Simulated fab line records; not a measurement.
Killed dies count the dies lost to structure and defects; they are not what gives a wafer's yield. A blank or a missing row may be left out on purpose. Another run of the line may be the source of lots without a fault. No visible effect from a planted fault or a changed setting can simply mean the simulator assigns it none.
Split-lot experiment | flow n5-finfet | on a route of 1938 steps: 7 lots, 39 wafers read

## ABOUT THE SPLIT
At N5_DUMMY_GATE_ETCH_31 (etches SiO2 in C4F6/O2, target depth 82.5 nm, time 27.5 s), the setting target-depth-a was moved away from the recipe's 825 angstrom on 12 of the 39 wafers read, by -9.6% to +9.3%. This setting was run at the recipe's value on the other wafers.

The split's own step is where the reading is taken.

## THE READING
etch.depth-nm (the simulator's own value, which no gauge read), in nm, at N5_DUMMY_GATE_ETCH_31 (etches SiO2 in C4F6/O2, target depth 82.5 nm, time 27.5 s). The file gives no usual value for it. Average 82.03 nm, standard deviation 1.1 nm, over the 27 wafers here run with the recipe.

wafer  | tool, chamber at the split | target-depth-a as run, angstrom | against the recipe | etch.depth-nm, nm | against lot-mates on the recipe
L076.1 | rie-diel-06, 3             | 745.6                           | -9.6%              | 73.75             | -7.68
L076.2 | rie-diel-06, 2             | 825                             | recipe             | 81.45             | -
L076.3 | rie-diel-06, 1             | 825                             | recipe             | 81.17             | -
L076.4 | rie-diel-06, 2             | 825                             | recipe             | 81.67             | -
L076.5 | rie-diel-06, 1             | 745.6                           | -9.6%              | 74.23             | -7.20
L076.6 | rie-diel-06, 3             | 745.6                           | -9.6%              | 73.02             | -8.41
L080.1 | rie-diel-01, 0             | 825                             | recipe             | 79.87             | -
L080.2 | rie-diel-01, 2             | 825                             | recipe             | 81.06             | -
L080.3 | rie-diel-01, 3             | 825                             | recipe             | 82.56             | -
L080.4 | rie-diel-01, 1             | 825                             | recipe             | 82.13             | -
L080.5 | rie-diel-01, 1             | 825                             | recipe             | 82.12             | -
L080.6 | rie-diel-01, 2             | 825                             | recipe             | 81.11             | -
L081.1 | rie-diel-01, 1             | 825                             | recipe             | 82.9              | -
L081.2 | rie-diel-01, 3             | 901.5                           | +9.3%              | 91.25             | +8.94
L081.3 | rie-diel-01, 2             | 901.5                           | +9.3%              | 88.81             | +6.50
L081.4 | rie-diel-01, 0             | 901.5                           | +9.3%              | 89.02             | +6.71
L081.5 | rie-diel-01, 0             | 825                             | recipe             | 81.24             | -
L081.6 | rie-diel-01, 3             | 825                             | recipe             | 82.78             | -
L088.3 | rie-diel-03, 2             | 825                             | recipe             | 82.29             | -
L088.5 | rie-diel-03, 2             | 825                             | recipe             | 82.46             | -
L088.6 | rie-diel-03, 1             | 825                             | recipe             | 84.78             | -
L091.1 | rie-diel-03, 0             | 825                             | recipe             | 82.47             | -
L091.2 | rie-diel-03, 2             | 825                             | recipe             | 82.45             | -
L091.3 | rie-diel-03, 1             | 825                             | recipe             | 85.21             | -
L091.4 | rie-diel-03, 3             | 825                             | recipe             | 82.86             | -
L091.5 | rie-diel-03, 3             | 825                             | recipe             | 81.84             | -
L091.6 | rie-diel-03, 0             | 825                             | recipe             | 82                | -
L092.1 | rie-diel-01, 2             | 825                             | recipe             | 81.12             | -
L092.2 | rie-diel-01, 1             | 825                             | recipe             | 82.6              | -
L092.3 | rie-diel-01, 3             | 825                             | recipe             | 81.85             | -
L092.4 | rie-diel-01, 0             | 796.5                           | -3.5%              | 77.02             | -4.84
L092.5 | rie-diel-01, 1             | 796.5                           | -3.5%              | 79.69             | -2.17
L092.6 | rie-diel-01, 0             | 796.5                           | -3.5%              | 76.37             | -5.49
L093.1 | rie-diel-01, 0             | 795.8                           | -3.5%              | 77.93             | -3.00
L093.2 | rie-diel-01, 1             | 825                             | recipe             | 81.76             | -
L093.3 | rie-diel-01, 2             | 825                             | recipe             | 80.85             | -
L093.4 | rie-diel-01, 3             | 795.8                           | -3.5%              | 79.85             | -1.08
L093.5 | rie-diel-01, 1             | 795.8                           | -3.5%              | 79.95             | -0.98
L093.6 | rie-diel-01, 0             | 825                             | recipe             | 80.17             | -

FIT RESULTS
A straight line over all 39 wafers: etch.depth-nm changes by +0.865 nm for each +1% of target-depth-a; r = +0.94; the points scatter about the line by 1.2 nm.
The same after taking each lot's own level away (the mean of its wafers on the recipe; 39 wafers): +0.805 nm for each +1%; r = +0.95; scatter 1.1 nm.
That fit puts the effect of the largest move of target-depth-a on the reading at 7.7 nm.
Measured against the standard deviation above, the lots' own levels, which go from 80.927 to 83.177 nm, span 2.0 times it.
Consequently the slope shifts little with the lot-to-lot level, the two slopes agreeing.
Check: with one of the wafers moved furthest among these (-9.6%) left out of the fit, the line predicts -7.78 nm for it against its lot-mates. Against them it came out at -7.68 nm.

## FURTHER SPLITS ON THESE WAFERS
Before the reading, these wafers also passed through other splits. Each is held against what the fit with the lots' levels taken away leaves over:
other split on the same wafers        | wafers away from the commonest value | r with etch.depth-nm (lot level and that fit taken away)
N5_WELL_APT_EXPOSE_05 dose-mj         | 15                                   | +0.19
N5_WELL_APT_IMPLANT_14 energy-kev     | 9                                    | +0.17
N5_FIN_SAQP_SPACER1_ALD_24 ald-cycles | 15                                   | -0.22
N5_FIN_SAQP_ETCH_34 source-w          | 15                                   | +0.06

## FILE'S OWN FIT
etch.depth-nm changes by +0.806 nm for each +1% of target-depth-a, r = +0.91.
